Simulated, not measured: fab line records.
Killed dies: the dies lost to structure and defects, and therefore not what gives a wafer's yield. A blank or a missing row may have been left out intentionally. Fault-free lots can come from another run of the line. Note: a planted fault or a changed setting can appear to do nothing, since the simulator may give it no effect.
8D (eight disciplines) problem report, filled in by code | flow nandHarc | the parts of the form that need people (team, actions taken, sign-off) are left out

1. WHAT WENT WRONG
At NHARC_A_CONTACT_EXPOSE_05, exposureDoseMJCm2 averages 82.46 over 6 wafers from 2 lots, while fault-free wafers read 84.25, standard deviation 0.1. Measured from the usual mean, that is -18 standard deviations.
The step: exposes mask A CC.
The first sign was on wafer L762.1 at day 25 01:01, on arfiScanner-03. Wafers with a number at this step in the record: 36, from 12 lots. By rule, "out" or "out of limits" means more than 4 standard deviations away from the usual mean. The rest of the wafers with a number are treated as sound.

2. WHAT IT IS, WHAT IT ISN'T
question                    | is                     | is not
which readings at this step | exposureDoseMJCm2      | -
which lots                  | L762, L765             | L755, L757, L758, L766, L767, L769, L770, L774, L775, L777
which wafers of those lots  | all that have a number | -
read on which tools         | arfiScanner-03         | arfiScanner-01, arfiScanner-02
when                        | from day 25 01:01      | up to then (9 sound wafers); but 21 sound wafers of L766, L767, L769, L770, L774, L775, L777 came after

3. SUSPECTS, AND WHAT RULES EACH OUT
Counting: a tool at any process step up to the reading remains a suspect when it ran all the lots that are out and ran no sound lot after the first of those.
- arfiScanner-03 at NHARC_A_CONTACT_EXPOSE_05 (exposes mask A CC): kept. It processed each lot that is out, first L762 at day 25 01:01, and no sound lot thereafter; up to then, the last sound lot it processed was L758 at day 23 19:37. Out on those wafers are its own readings of exposureDoseMJCm2.
Remaining after the count: arfiScanner-03 at NHARC_A_CONTACT_EXPOSE_05.

4. THE CAUSE (what the simulator had put in)
Drift in process parameters on arfiScanner-03 at NHARC_A_CONTACT_EXPOSE_05, starting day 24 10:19. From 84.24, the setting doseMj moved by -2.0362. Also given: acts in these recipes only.
This tool alone remained once counting was done.

5. SEQUENCE OF EFFECTS, ordered by route
Each row: a reading where the mean over the struck wafers with a number is more than 3 standard deviations away from the usual. Only readings whose record carries a usual standard deviation are examined. hours: median over the lots of the time between each lot's start at the first step of this table that gives one and its start at this step. sigmas: the change, counted in usual standard deviations.
hours | step                      | reading           | usual | on struck wafers | change | sigmas
0     | NHARC_A_CONTACT_EXPOSE_05 | exposureDoseMJCm2 | 84.25 | 82.46            | -1.79  | -18
It contains these process steps:
- NHARC_A_CONTACT_EXPOSE_05: exposes mask A CC.
Later steps that measure or inspect, where all struck wafers having a row at the step show a number for every such reading and not one has moved that far: NHARC_A_CONTACT_CD_MEAS_08.

6. WHAT WOULD HAVE CAUGHT IT SOONER
In this record no reading fell out of limits until day 25 01:01, 15 hours after the fault had begun at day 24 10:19.
